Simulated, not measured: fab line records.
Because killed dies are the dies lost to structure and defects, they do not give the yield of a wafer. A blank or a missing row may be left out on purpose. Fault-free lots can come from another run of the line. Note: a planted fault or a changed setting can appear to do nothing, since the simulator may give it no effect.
2 desks, one fault / flow n5-finfet / numbers are kept per desk, each desk with only its own; the story behind them comes last

AT THE TOOL OWNER'S DESK: litho-track-03
The tool's own readings at N5_DUMMY_GATE_COAT_28 (time 60 s, resist thk 10 nm): means of the sampled wafers that have a number, for each lot that ran on this tool. The brackets show how far a lot's mean lies from the usual mean; more than 4 standard deviations puts the lot out of limits, marked OUT.
Columns: A = heater-power-total-W at N5_DUMMY_GATE_COAT_28, usual 391.5 W; B = plate-temp-C at N5_DUMMY_GATE_COAT_28, usual 204.99 C
lot=L915; first seen here=day 3 15:15; A=391.3; B=205.09
lot=L916; first seen here=day 3 21:50; A=392.0; B=204.86
lot=L923; first seen here=day 5 18:59; A=393.4; B=205.11
lot=L927; first seen here=day 6 15:44; A=390.3; B=204.91
lot=L931; first seen here=day 7 17:08; A=366.1 (-20) OUT; B=194.01 (-69) OUT
lot=L934; first seen here=day 8 09:49; A=364.8 (-21) OUT; B=193.90 (-69) OUT
This desk's verdict: out of limits on L931, L934, starting with L931 at day 7 17:08 (heater-power-total-W at N5_DUMMY_GATE_COAT_28). Within limits: L915, L916, L923, L927.

FROM THE METROLOGY DESK
Means of the sampled wafers that have a number, per lot and without regard to the tool the lot ran on: this is what the gauges read. The brackets show how far a lot's mean lies from the usual mean; more than 4 standard deviations puts the lot out of limits, marked OUT.
Columns: A = cd-nm at N5_STI_FIN_REVEAL_CD_MEAS_22, usual 6.21 nm
lot=L914; first seen here=day 3 02:38; A=6.02
lot=L915; first seen here=day 3 06:30; A=6.35
lot=L916; first seen here=day 3 13:29; A=6.16
lot=L918; first seen here=day 4 00:38; A=6.59
lot=L919; first seen here=day 4 06:18; A=6.38
lot=L920; first seen here=day 4 16:40; A=6.19
lot=L923; first seen here=day 5 10:14; A=6.32
lot=L927; first seen here=day 6 07:04; A=6.29
lot=L928; first seen here=day 6 15:31; A=6.26
lot=L931; first seen here=day 7 06:51; A=6.34
lot=L933; first seen here=day 7 19:02; A=6.29
lot=L934; first seen here=day 8 01:29; A=6.24
This desk found nothing out of limits on any of the 12 lots.

BROUGHT TOGETHER
On L931, L934, at day 7 17:08, an alarm was possible from the tool owner's desk.
From the metrology desk's view, nothing was out of limits.
The metrology desk holds a record of L931, L934, inside its limits.
The lots listed all ran N5_DUMMY_GATE_COAT_28 on litho-track-03.

WHAT HAD BEEN PUT IN BY THE SIMULATOR
Process parameters drifting: litho-track-03 at N5_DUMMY_GATE_COAT_28, beginning at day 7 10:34. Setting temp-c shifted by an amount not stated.
Shown lots that were struck: L931, L934.
How many hours passed from the start of the fault until each desk's first out-of-limits reading: the tool owner's desk, 7.
